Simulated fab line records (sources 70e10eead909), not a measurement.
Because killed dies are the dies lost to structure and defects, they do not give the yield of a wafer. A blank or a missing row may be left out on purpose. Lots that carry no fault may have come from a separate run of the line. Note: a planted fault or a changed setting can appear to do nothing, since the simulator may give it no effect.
Chamber matching ; flow nandHarc ; NHARC_A_STAIRCASE_DESCUM_219 on rieDiel-05 has 4 sister chambers
The step chemistry O2, time 3 s. 4 wafers are shown with their chamber, then 11 later ones without.

## WAFERS, EACH WITH ITS CHAMBER
wafer;chamber;showerheadPlenumPTorr (Torr)
L086.3;3;1.84
L086.4;0;1.87
L088.6;1;1.82
L090.1;2;1.99

## WAFERS MISSING THEIR CHAMBER
wafer;showerheadPlenumPTorr (Torr)
L090.3;1.83
L090.6;1.86
L092.2;1.81
L092.5;1.81
L092.6;1.86
L093.1;1.83
L093.3;1.99
L093.5;1.99
L091.4;1.83
L091.5;1.81
L091.6;1.86

## WHICH CHAMBER EACH WENT THROUGH
wafer;from the rows above;in truth
L090.3;can't be placed: 1 or 3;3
L090.6;can't be placed: 0 or 3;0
L092.2;1;1
L092.5;1;1
L092.6;can't be placed: 0 or 3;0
L093.1;can't be placed: 1 or 3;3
L093.3;2;2
L093.5;2;2
L091.4;can't be placed: 1 or 3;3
L091.5;1;1
L091.6;can't be placed: 0 or 3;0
5 of 11 placed correctly. Unplaceable from these rows: 6, with the true chamber sitting among the candidates in 6. 0 placed wrongly.
How it was worked out, from the rows above alone: a wafer's distance from a chamber is the root of the sum, over the readings, of the square of ((its reading less the chamber's mean) divided by the reading's scatter). If the next closest chamber is less than 2 further off than the closest, the wafer can't be placed; otherwise it belongs to the closest. Each chamber's mean is taken over the wafers shown for it. The scatter (one wafer shown for each chamber): square how far every hidden wafer sits from the nearest shown wafer, average those squares and take the square root.
